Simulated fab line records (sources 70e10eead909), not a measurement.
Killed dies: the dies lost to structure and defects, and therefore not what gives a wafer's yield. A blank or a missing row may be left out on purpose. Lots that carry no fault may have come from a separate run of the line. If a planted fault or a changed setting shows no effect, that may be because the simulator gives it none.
What tool caused it?	flow nandHarc	Sampling: 12 lots, 36 wafers, 3 of 1302 route steps

== WHAT THE GAUGES READ, wafer by wafer ==
NHARC_P_M1_CD_MEAS_09: the cd target is 130 nm.
lot	measured	on	cdNm (nm)
L074	day 6 22:18	cdSem-02	129.2 130.1 129.2
L076	day 7 14:53	cdSem-02	130.2 130.8 130.2
L079	day 8 17:46	cdSem-03	130.3 130.6 130.3
L081	day 9 01:31	cdSem-01	130.5 130.4 129.9
L083	day 9 20:07	cdSem-02	130.4 130.1 129.4
L085	day 10 20:15	cdSem-02	130.7 130.5 129.9
L087	day 11 14:08	cdSem-03	130.0 130.3 130.8
L089	day 12 12:39	cdSem-03	130.8 130.1 129.8
L091	day 13 13:13	cdSem-02	130.8 130.3 130.4
L093	day 14 04:05	cdSem-03	130.5 130.6 130.3
L095	day 14 21:21	cdSem-02	129.9 130.2 130.0
L097	day 16 01:58	cdSem-02	130.3 130.2 130.3

== EACH LOT AND THE TOOL THAT RAN IT (in order: tool; ch and the chambers of the sampled wafers; start) ==
lot	NHARC_P_M0_PVD_20	NHARC_P_M0_PVD_21
L074	pvdSputter-02, day 6 22:18 or earlier	pvdSputter-02, day 6 22:18 or earlier
L076	pvdSputter-02, day 7 14:53 or earlier	pvdSputter-02, day 7 14:53 or earlier
L079	pvdSputter-01, day 8 17:46 or earlier	pvdSputter-01, day 8 17:46 or earlier
L081	pvdSputter-03, day 9 01:31 or earlier	pvdSputter-03, day 9 01:31 or earlier
L083	pvdSputter-03, day 9 20:07 or earlier	pvdSputter-03, day 9 20:07 or earlier
L085	pvdSputter-02, day 10 20:15 or earlier	pvdSputter-02, day 10 20:15 or earlier
L087	pvdSputter-03, day 11 14:08 or earlier	pvdSputter-03, day 11 14:08 or earlier
L089	pvdSputter-01, day 12 12:39 or earlier	pvdSputter-01, day 12 12:39 or earlier
L091	pvdSputter-03, day 13 13:13 or earlier	pvdSputter-03, day 13 13:13 or earlier
L093	pvdSputter-03, day 14 04:05 or earlier	pvdSputter-03, day 14 04:05 or earlier
L095	pvdSputter-02, day 14 21:21 or earlier	pvdSputter-02, day 14 21:21 or earlier
L097	pvdSputter-03, day 16 01:58 or earlier	pvdSputter-03, day 16 01:58 or earlier
- NHARC_P_M0_PVD_20: deposits TaN, target thk 5 nm, time 8.06 s.
- NHARC_P_M0_PVD_21: deposits Cu, target thk 30 nm, time 20.49 s.

== THE ANSWER, worked out from the rows above alone ==
Rule: the lots themselves supply what counts as usual. The widest of any qualifying gaps counts: lots, ordered by their means at a reading, are off when they make up no more than a third of the lots, leave a main group of 4 or more, and stand apart from it by 3 or more times the standard deviation of that group's means. Not used: any main group whose means are identical at the precision the tables above print for the reading. Also off: a lot with no number at a reading for which 4 or more lots have one. All remaining lots with rows at the step are treated as sound.
None of the lots is off at any reading shown; this tells nothing.

== WHAT THE SIMULATOR PUT IN ==
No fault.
